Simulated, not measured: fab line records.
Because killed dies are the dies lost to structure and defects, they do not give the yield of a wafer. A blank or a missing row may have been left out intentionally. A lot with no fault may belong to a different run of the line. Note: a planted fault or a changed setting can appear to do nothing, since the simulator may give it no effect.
Matching of chambers | flow nand harc | 4 sister chambers for NHARC_P_ZERO_WELL_DESCUM_26 on rie diel-06
The step chemistry O2, time 3 s. 4 wafers are shown with their chamber, then 8 later ones without.

WAFERS, EACH WITH ITS CHAMBER
wafer  | chamber | drypump motor current A (A)
L081.3 | 1       | 5.24
L091.1 | 2       | 5.42
L091.2 | 0       | 5.01
L092.4 | 3       | 5.95

WAFERS WITHOUT THEIR CHAMBER
wafer  | drypump motor current A (A)
L092.5 | 5.93
L092.6 | 5.40
L093.2 | 5.41
L093.3 | 5.93
L093.6 | 5.42
L094.1 | 5.03
L094.3 | 5.94
L094.4 | 5.42

WHICH CHAMBER EACH WENT THROUGH
wafer  | from the rows above | in truth
L092.5 | 3                   | 3
L092.6 | 2                   | 2
L093.2 | 2                   | 2
L093.3 | 3                   | 3
L093.6 | 2                   | 2
L094.1 | 0                   | 0
L094.3 | 3                   | 3
L094.4 | 2                   | 2
8 of 8 placed correctly. Can't be placed from these rows: 0. Number placed wrongly: 0.
How it was worked out, from the rows above alone: a wafer's distance from a chamber is the root of the sum, over the readings, of the square of ((its reading less the chamber's mean) divided by the reading's scatter). If the next closest chamber is less than 2 further off than the closest, the wafer can't be placed; otherwise it belongs to the closest. Each chamber's mean is taken over the wafers shown for it. The scatter: with one shown wafer a chamber, the root of the mean of the squares of how far each hidden wafer lies from its nearest shown one.
